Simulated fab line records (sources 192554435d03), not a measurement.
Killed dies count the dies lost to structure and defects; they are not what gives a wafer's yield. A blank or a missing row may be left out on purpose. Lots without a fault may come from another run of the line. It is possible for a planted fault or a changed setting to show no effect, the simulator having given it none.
Split-lot trial :: flow n5-finfet :: on a route of 1938 steps: 7 lots, 39 wafers read

## ABOUT THE SPLIT
At N5_MOL_CONTACT_COAG_ETCH_67 (etches SOC in N2/H2, target depth 60 nm, overetch 21 nm, time 101.2 s), the setting source-w was moved away from the recipe's 840 W on 15 of the 39 wafers read, by -18.8% to -4.9%. The other wafers ran this setting at the recipe's value.

Reading taken at the split's own step.

## THE READING
rf-vpp-V, in V, at N5_MOL_CONTACT_COAG_ETCH_67 (etches SOC in N2/H2, target depth 60 nm, overetch 21 nm, time 101.2 s). Fault-free wafers of this fab line usually give 523.7 V, standard deviation 2.5 V.

wafer: L075.1
tool, chamber at the split: rie-diel-04, 3
source-w as run, W: 713.7
against the recipe: -15.0%
rf-vpp-V, V: 555.8
against lot-mates on the recipe: +32.4

wafer: L075.2
tool, chamber at the split: rie-diel-04, 1
source-w as run, W: 713.7
against the recipe: -15.0%
rf-vpp-V, V: 555.9
against lot-mates on the recipe: +32.5

wafer: L075.3
tool, chamber at the split: rie-diel-04, 2
source-w as run, W: 713.7
against the recipe: -15.0%
rf-vpp-V, V: 549.5
against lot-mates on the recipe: +26.1

wafer: L075.4
tool, chamber at the split: rie-diel-04, 0
source-w as run, W: 840
against the recipe: recipe
rf-vpp-V, V: 522.4
against lot-mates on the recipe: -

wafer: L075.5
tool, chamber at the split: rie-diel-04, 3
source-w as run, W: 840
against the recipe: recipe
rf-vpp-V, V: 526.2
against lot-mates on the recipe: -

wafer: L075.6
tool, chamber at the split: rie-diel-04, 0
source-w as run, W: 840
against the recipe: recipe
rf-vpp-V, V: 521.6
against lot-mates on the recipe: -

wafer: L079.1
tool, chamber at the split: rie-diel-05, 1
source-w as run, W: 682.2
against the recipe: -18.8%
rf-vpp-V, V: 556.9
against lot-mates on the recipe: +33.9

wafer: L079.2
tool, chamber at the split: rie-diel-05, 0
source-w as run, W: 682.2
against the recipe: -18.8%
rf-vpp-V, V: 560.6
against lot-mates on the recipe: +37.6

wafer: L079.3
tool, chamber at the split: rie-diel-05, 2
source-w as run, W: 840
against the recipe: recipe
rf-vpp-V, V: 526.5
against lot-mates on the recipe: -

wafer: L079.4
tool, chamber at the split: rie-diel-05, 0
source-w as run, W: 840
against the recipe: recipe
rf-vpp-V, V: 522.5
against lot-mates on the recipe: -

wafer: L079.5
tool, chamber at the split: rie-diel-05, 2
source-w as run, W: 682.2
against the recipe: -18.8%
rf-vpp-V, V: 564.1
against lot-mates on the recipe: +41.1

wafer: L079.6
tool, chamber at the split: rie-diel-05, 1
source-w as run, W: 840
against the recipe: recipe
rf-vpp-V, V: 520.1
against lot-mates on the recipe: -

wafer: L083.1
tool, chamber at the split: rie-diel-04, 2
source-w as run, W: 840
against the recipe: recipe
rf-vpp-V, V: 520.7
against lot-mates on the recipe: -

wafer: L083.2
tool, chamber at the split: rie-diel-04, 0
source-w as run, W: 840
against the recipe: recipe
rf-vpp-V, V: 521.2
against lot-mates on the recipe: -

wafer: L083.3
tool, chamber at the split: rie-diel-04, 1
source-w as run, W: 840
against the recipe: recipe
rf-vpp-V, V: 527.7
against lot-mates on the recipe: -

wafer: L083.4
tool, chamber at the split: rie-diel-04, 3
source-w as run, W: 840
against the recipe: recipe
rf-vpp-V, V: 526.2
against lot-mates on the recipe: -

wafer: L083.5
tool, chamber at the split: rie-diel-04, 2
source-w as run, W: 840
against the recipe: recipe
rf-vpp-V, V: 521.3
against lot-mates on the recipe: -

wafer: L083.6
tool, chamber at the split: rie-diel-04, 1
source-w as run, W: 840
against the recipe: recipe
rf-vpp-V, V: 527.3
against lot-mates on the recipe: -

wafer: L085.1
tool, chamber at the split: rie-diel-02, 3
source-w as run, W: 687.2
against the recipe: -18.2%
rf-vpp-V, V: 559.9
against lot-mates on the recipe: +33.5

wafer: L085.2
tool, chamber at the split: rie-diel-02, 0
source-w as run, W: 687.2
against the recipe: -18.2%
rf-vpp-V, V: 556.2
against lot-mates on the recipe: +29.8

wafer: L085.3
tool, chamber at the split: rie-diel-02, 1
source-w as run, W: 840
against the recipe: recipe
rf-vpp-V, V: 526.7
against lot-mates on the recipe: -

wafer: L085.4
tool, chamber at the split: rie-diel-02, 2
source-w as run, W: 840
against the recipe: recipe
rf-vpp-V, V: 526.8
against lot-mates on the recipe: -

wafer: L085.5
tool, chamber at the split: rie-diel-02, 2
source-w as run, W: 840
against the recipe: recipe
rf-vpp-V, V: 525.7
against lot-mates on the recipe: -

wafer: L085.6
tool, chamber at the split: rie-diel-02, 3
source-w as run, W: 687.2
against the recipe: -18.2%
rf-vpp-V, V: 559.6
against lot-mates on the recipe: +33.2

wafer: L092.1
tool, chamber at the split: rie-diel-05, 3
source-w as run, W: 840
against the recipe: recipe
rf-vpp-V, V: 525.1
against lot-mates on the recipe: -

wafer: L092.5
tool, chamber at the split: rie-diel-05, 2
source-w as run, W: 840
against the recipe: recipe
rf-vpp-V, V: 524.0
against lot-mates on the recipe: -

wafer: L092.6
tool, chamber at the split: rie-diel-05, 3
source-w as run, W: 840
against the recipe: recipe
rf-vpp-V, V: 523.8
against lot-mates on the recipe: -

wafer: L093.1
tool, chamber at the split: rie-diel-02, 3
source-w as run, W: 799.1
against the recipe: -4.9%
rf-vpp-V, V: 531.9
against lot-mates on the recipe: +6.3

wafer: L093.2
tool, chamber at the split: rie-diel-02, 1
source-w as run, W: 799.1
against the recipe: -4.9%
rf-vpp-V, V: 535.8
against lot-mates on the recipe: +10.2

wafer: L093.3
tool, chamber at the split: rie-diel-02, 2
source-w as run, W: 840
against the recipe: recipe
rf-vpp-V, V: 527.4
against lot-mates on the recipe: -

wafer: L093.4
tool, chamber at the split: rie-diel-02, 2
source-w as run, W: 799.1
against the recipe: -4.9%
rf-vpp-V, V: 537.1
against lot-mates on the recipe: +11.5

wafer: L093.5
tool, chamber at the split: rie-diel-02, 1
source-w as run, W: 840
against the recipe: recipe
rf-vpp-V, V: 525.6
against lot-mates on the recipe: -

wafer: L093.6
tool, chamber at the split: rie-diel-02, 3
source-w as run, W: 840
against the recipe: recipe
rf-vpp-V, V: 523.8
against lot-mates on the recipe: -

wafer: L097.1
tool, chamber at the split: rie-diel-05, 0
source-w as run, W: 840
against the recipe: recipe
rf-vpp-V, V: 523.1
against lot-mates on the recipe: -

wafer: L097.2
tool, chamber at the split: rie-diel-05, 2
source-w as run, W: 719.3
against the recipe: -14.4%
rf-vpp-V, V: 553.9
against lot-mates on the recipe: +29.9

wafer: L097.3
tool, chamber at the split: rie-diel-05, 3
source-w as run, W: 840
against the recipe: recipe
rf-vpp-V, V: 523.0
against lot-mates on the recipe: -

wafer: L097.4
tool, chamber at the split: rie-diel-05, 2
source-w as run, W: 840
against the recipe: recipe
rf-vpp-V, V: 526.0
against lot-mates on the recipe: -

wafer: L097.5
tool, chamber at the split: rie-diel-05, 0
source-w as run, W: 719.3
against the recipe: -14.4%
rf-vpp-V, V: 551.3
against lot-mates on the recipe: +27.3

wafer: L097.6
tool, chamber at the split: rie-diel-05, 3
source-w as run, W: 719.3
against the recipe: -14.4%
rf-vpp-V, V: 550.8
against lot-mates on the recipe: +26.8

THE FIT
A straight line over all 39 wafers: rf-vpp-V changes by -1.92 V for each +1% of source-w; r = -0.99; the points scatter about the line by 2.4 V.
The same after taking each lot's own level away (the mean of its wafers on the recipe; 39 wafers): -1.92 V for each +1%; r = -0.99; scatter 2.4 V.
The reading moves by 36 V for the largest change in source-w, on that fit.
The span of the lots' own levels, 523.03 to 526.40 V, comes to 1.3 times the standard deviation stated above.
Consequently the slope shifts little with the lot-to-lot level, the two slopes agreeing.
Check: +36.4 V against its lot-mates is what the line predicts for one of the wafers moved furthest among these (-18.8%) when that wafer is left out of the fit. Against them it came out at +33.9 V.
Tool readings at the split's step, against how far the setting was moved: rf-vpp-V r = -0.99.

## THESE WAFERS: OTHER SPLITS
Other splits were also applied to these wafers ahead of the reading. Each is held against what the fit with the lots' levels taken away leaves over:
other split on the same wafers: N5_WELL_APT_EXPOSE_22 dose-mj
wafers away from the commonest value: 12
r with rf-vpp-V (lot level and that fit taken away): +0.10

other split on the same wafers: N5_DUMMY_GATE_ETCH_37 source-w
wafers away from the commonest value: 15
r with rf-vpp-V (lot level and that fit taken away): +0.15

other split on the same wafers: N5_DUMMY_GATE_ETCH_31 target-depth-a
wafers away from the commonest value: 15
r with rf-vpp-V (lot level and that fit taken away): -0.18

other split on the same wafers: N5_DUMMY_GATE_ETCH_42 bias-w
wafers away from the commonest value: 18
r with rf-vpp-V (lot level and that fit taken away): -0.02

other split on the same wafers: N5_SD_EPI_N_EPI_21 pressure-torr
wafers away from the commonest value: 33
r with rf-vpp-V (lot level and that fit taken away): -0.10

other split on the same wafers: N5_HKMG_FIN_ETCH_35 source-w
wafers away from the commonest value: 15
r with rf-vpp-V (lot level and that fit taken away): +0.23

## FILE'S OWN FIT
rf-vpp-V changes by -1.92 V for each +1% of source-w, r = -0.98.
